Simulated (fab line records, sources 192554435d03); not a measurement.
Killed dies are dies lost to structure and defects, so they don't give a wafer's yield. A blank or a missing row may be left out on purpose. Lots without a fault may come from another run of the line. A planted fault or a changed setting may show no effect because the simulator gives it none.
A struck lot beside a sound one | flow n5_finfet | 20 steps out of a route of 1938
Sound: wafers L621.3, L621.5, L621.6. Struck: wafers L625.1, L625.2, L625.4. The cause comes at the end.
At each step with rows: each side's tool, then ch and its chambers, then its first start. Under that, the readings that differ: sound wafers | struck wafers | difference of the means | sigmas: that difference in standard deviations of wafers without a fault.
alike: readings whose means differ by less than 2 such deviations, and words and numbers that are the same on both sides. not compared: withheld readings, readings that some wafer has no value for, bounds like >300 that may hide the same value, and numbers for which the record gives no deviation and whose values overlap.
The two part at a step that has a row with sigmas, a row that says differs or no value, or rows on one side only. Numbers that don't overlap but have no deviation are shown without sigmas and don't part them. A reading that every wafer of one side lacks parts them only if that side has two wafers or more.

N5_BEOL_M15_VIA_ETCH_16: etches SiO2 in C4F8/O2/Ar, target depth 1792.2 nm.
  sound on rie_diel-04 ch 0,1,2, day 12 11:56; struck on rie_diel-04 ch 1,2,3, day 12 23:05
  alike: drypump_motor_current_A, oes_product_au, rf_vpp_V, showerhead_plenum_p_Torr, throttle_valve_pct
N5_BEOL_M15_STRIP_63: strips in O2.
  sound on rie_diel-04 ch 0,1,2; struck on rie_diel-04 ch 1,2,3
  alike: drypump_motor_current_A, o2_flow_sccm, oes_product_au, rf_vpp_V, showerhead_plenum_p_Torr, throttle_valve_pct
  not compared: rf_hours_counter_h
N5_BEOL_M15_STRIP_64: strips in O2.
  sound on rie_diel-04 ch 0,1,2; struck on rie_diel-04 ch 1,2,3
  alike: drypump_motor_current_A, o2_flow_sccm, oes_product_au, rf_vpp_V, showerhead_plenum_p_Torr, throttle_valve_pct
  not compared: rf_hours_counter_h
then, 2 steps without rows for these wafers: N5_BEOL_M15_STRIP_65 (strips in post etch residue remover, time 60 s); N5_BEOL_M15_SRD_66 (time 30 s, dry time 30 s).
N5_BEOL_M15_CD_MEAS_17: target cd 360 nm.
  sound on cd_sem-01, day 12 12:21; struck on cd_sem-01, day 12 23:29
  alike: cd_nm
then, 1 step without rows for these wafers: N5_BEOL_M15_COAT_56 (time 60 s, resist thk 550 nm).
N5_BEOL_M15_ETCH_57: etches SOC in N2/H2, time 750 s.
  sound on rie_diel-03 ch 0,2,3, day 12 12:38; struck on rie_diel-03 ch 1,2,3, day 12 23:36
  alike: drypump_motor_current_A, oes_product_au, rf_vpp_V, showerhead_plenum_p_Torr, throttle_valve_pct
  not compared: rf_hours_counter_h
then, 4 steps without rows for these wafers: N5_BEOL_M15_COAT_60 (time 60 s, resist thk 89 nm); N5_BEOL_M15_COAT_22 (resist thk 800 nm); N5_BEOL_M15_EBR_24; N5_BEOL_M15_SOFTBAKE_23 (time 60 s).
N5_BEOL_M15_EXPOSE_25: exposes mask M15, target cd 400 nm.
  sound on krf_scanner-02 ch 0, day 12 13:23; struck on krf_scanner-01 ch 0, day 13 00:14
  reading                          | sound       | struck         | difference | sigmas
  model.BEOL_M15.overlay_x_nm (nm) | 2.2 2.2 2.2 | 59.4 59.4 59.4 | +57.2      |
  alike: mask
then, 3 steps without rows for these wafers: N5_BEOL_M15_PEB_26 (peb time 90 s); N5_BEOL_M15_DEVELOP_27 (develop time 45 s); N5_BEOL_M15_HARDBAKE_32 (time 120 s).
N5_BEOL_M15_CD_MEAS_28: target cd 407.6 nm.
  sound on cd_sem-02 ch 0, day 12 13:32; struck on cd_sem-01 ch 0, day 13 00:24
  alike: cd_nm
N5_BEOL_M15_OVL_MEAS_29:
  sound on overlay-01 ch 0, day 12 13:34; struck on overlay-01 ch 0, day 13 00:26
  reading      | sound | struck   | difference | sigmas
  M15_OVL (nm) | 4 3 9 | 65 55 61 | +55        | +13
N5_BEOL_M15_INSPECT_30: inspects for defects (macro).
  sound on defect_inspect-02, day 12 13:35; struck on defect_inspect-01, day 13 00:27
  alike: raw_defect_count
then, 1 step without rows for these wafers: N5_PASSIVATION_PROBE_49.

WHERE THEY PART
Only at N5_BEOL_M15_OVL_MEAS_29, within this record. Later steps at which nothing parts them and some readings are alike: N5_BEOL_M15_INSPECT_30.

WHY: what the simulator had put in
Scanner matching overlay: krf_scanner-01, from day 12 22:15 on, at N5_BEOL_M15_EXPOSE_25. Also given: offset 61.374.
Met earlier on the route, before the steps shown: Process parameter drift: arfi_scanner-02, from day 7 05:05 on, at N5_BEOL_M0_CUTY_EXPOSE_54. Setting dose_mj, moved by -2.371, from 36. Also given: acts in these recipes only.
